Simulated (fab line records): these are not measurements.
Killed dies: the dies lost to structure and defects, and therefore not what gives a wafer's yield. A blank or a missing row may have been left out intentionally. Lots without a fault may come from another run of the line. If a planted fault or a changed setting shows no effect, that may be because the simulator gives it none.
Matching of chambers + flow nand_harc + 4 sister chambers for NHARC_A_CHANNEL_HOLE_D1_DESCUM_15 on rie_diel-03
The step chemistry O2, time 3 s. 18 wafers are shown with their chamber, then 9 later ones without.

== WAFERS, EACH WITH ITS CHAMBER ==
| wafer  | chamber | showerhead_plenum_p_Torr (Torr) | drypump_motor_current_A (A) | oes_product_au (a.u.) |
|--------|---------|---------------------------------|-----------------------------|-----------------------|
| L075.2 | 0       | 2.00                            | 5.5                         | 0.998                 |
| L075.3 | 3       | 1.98                            | 5.8                         | 0.992                 |
| L075.4 | 2       | 1.95                            | 5.9                         | 0.986                 |
| L078.3 | 2       | 1.95                            | 5.9                         | 0.989                 |
| L078.5 | 1       | 2.05                            | 5.6                         | 1.022                 |
| L078.6 | 2       | 1.95                            | 5.8                         | 0.997                 |
| L082.3 | 2       | 1.95                            | 5.9                         | 0.975                 |
| L082.4 | 0       | 2.00                            | 5.4                         | 0.995                 |
| L082.6 | 0       | 2.00                            | 5.5                         | 0.995                 |
| L084.1 | 2       | 1.95                            | 5.9                         | 1.006                 |
| L084.4 | 0       | 1.99                            | 5.4                         | 0.971                 |
| L084.5 | 3       | 1.98                            | 5.8                         | 0.995                 |
| L087.2 | 0       | 1.99                            | 5.4                         | 0.961                 |
| L087.3 | 3       | 1.98                            | 5.8                         | 0.986                 |
| L087.4 | 1       | 2.05                            | 5.6                         | 1.023                 |
| L088.1 | 2       | 1.95                            | 5.9                         | 0.992                 |
| L088.4 | 0       | 1.99                            | 5.5                         | 0.978                 |
| L088.5 | 0       | 1.99                            | 5.5                         | 0.967                 |

SIGNATURES (means of the wafers above)
| reading                  | chamber 0 | chamber 1 | chamber 2 | chamber 3 | scatter within a chamber |
|--------------------------|-----------|-----------|-----------|-----------|--------------------------|
| showerhead_plenum_p_Torr | 1.9943    | 2.0500    | 1.9500    | 1.9800    | 0.0035                   |
| drypump_motor_current_A  | 5.457     | 5.600     | 5.883     | 5.800     | 0.0427                   |
| oes_product_au           | 0.98071   | 1.02250   | 0.99083   | 0.99100   | 0.0119                   |
Rule: for each reading, subtract the chamber's mean from the wafer's reading, divide by that reading's scatter and square the result; add these up over the readings and take the root, which gives the wafer's distance from the chamber. The wafer belongs to the nearest chamber; if the next one is less than 2 further off, it can't be placed. The scatter: take each reading less its chamber's mean, square it, sum over the shown wafers, divide by the number of wafers less the number of chambers, and take the root.

== WAFERS WITHOUT THEIR CHAMBER ==
| wafer  | showerhead_plenum_p_Torr (Torr) | drypump_motor_current_A (A) | oes_product_au (a.u.) |
|--------|---------------------------------|-----------------------------|-----------------------|
| L091.2 | 1.95                            | 5.9                         | 1.002                 |
| L091.3 | 2.05                            | 5.6                         | 1.018                 |
| L091.4 | 1.99                            | 5.4                         | 0.964                 |
| L093.1 | 1.95                            | 5.8                         | 0.995                 |
| L093.5 | 1.95                            | 5.9                         | 1.000                 |
| L093.6 | 2.05                            | 5.5                         | 1.025                 |
| L092.1 | 2.05                            | 5.6                         | 1.019                 |
| L092.2 | 1.99                            | 5.4                         | 0.970                 |
| L092.4 | 1.95                            | 5.8                         | 0.993                 |

== WHICH CHAMBER EACH WENT THROUGH ==
| wafer  | from the rows above | in truth |
|--------|---------------------|----------|
| L091.2 | 2                   | 2        |
| L091.3 | 1                   | 1        |
| L091.4 | 0                   | 0        |
| L093.1 | 2                   | 2        |
| L093.5 | 2                   | 2        |
| L093.6 | 1                   | 1        |
| L092.1 | 1                   | 1        |
| L092.2 | 0                   | 0        |
| L092.4 | 2                   | 2        |
9 of 9 placed correctly. Number that these rows cannot place: 0. Placed wrongly: 0.
